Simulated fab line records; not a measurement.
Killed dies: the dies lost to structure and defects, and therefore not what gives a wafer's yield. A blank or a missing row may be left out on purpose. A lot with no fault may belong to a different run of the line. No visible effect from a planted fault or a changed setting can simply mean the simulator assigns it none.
Matching of chambers | flow nand-harc | ald-hk-01 running NHARC_A_CHANNEL_FILL_D1_ALD_16: 4 sister chambers
The step deposits SiO2, target thk 1.5 nm, pulse time 10 s, ald cycles 15. 8 wafers are shown with their chamber, then 8 later ones without.

## WAFERS PAIRED WITH THEIR CHAMBERS
wafer  | chamber | heater-power-w (W) | susceptor-temp-C (C)
L076.4 | 0       | 494                | 300.02
L076.6 | 0       | 516                | 300.10
L078.3 | 3       | 552                | 299.92
L078.6 | 2       | 425                | 299.74
L081.3 | 3       | 531                | 300.23
L081.4 | 1       | 500                | 300.39
L081.5 | 1       | 496                | 299.94
L087.3 | 2       | 451                | 299.92

## WAFERS WITH NO CHAMBER GIVEN
wafer  | heater-power-w (W) | susceptor-temp-C (C)
L087.5 | 506                | 299.85
L087.6 | 523                | 299.94
L089.1 | 500                | 299.91
L089.4 | 452                | 300.04
L089.5 | 492                | 299.76
L092.2 | 499                | 299.96
L092.3 | 543                | 299.86
L092.5 | 546                | 300.36

## EACH ONE'S CHAMBER
wafer  | from the rows above          | in truth
L087.5 | can't be placed: 0 or 1 or 3 | 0
L087.6 | can't be placed: 0 or 3 or 1 | 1
L089.1 | can't be placed: 0 or 1      | 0
L089.4 | can't be placed: 2 or 1      | 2
L089.5 | can't be placed: 0 or 1      | 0
L092.2 | can't be placed: 0 or 1      | 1
L092.3 | can't be placed: 3 or 0      | 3
L092.5 | can't be placed: 3 or 0      | 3
Correct placement for 0 of the 8. Not placeable from these rows: 8 (in 8, the candidates include the true chamber). Placed wrongly: 0.
How it was worked out, from the rows above alone: a wafer's distance from a chamber is the root of the sum, over the readings, of the square of ((its reading less the chamber's mean) divided by the reading's scatter). If the next closest chamber is less than 2 further off than the closest, the wafer can't be placed; otherwise it belongs to the closest. A chamber's mean is the mean of its shown wafers. The scatter is the square root of a quotient: the sum, over the shown wafers, of each reading's squared deviation from its chamber's mean, divided by wafers minus chambers.
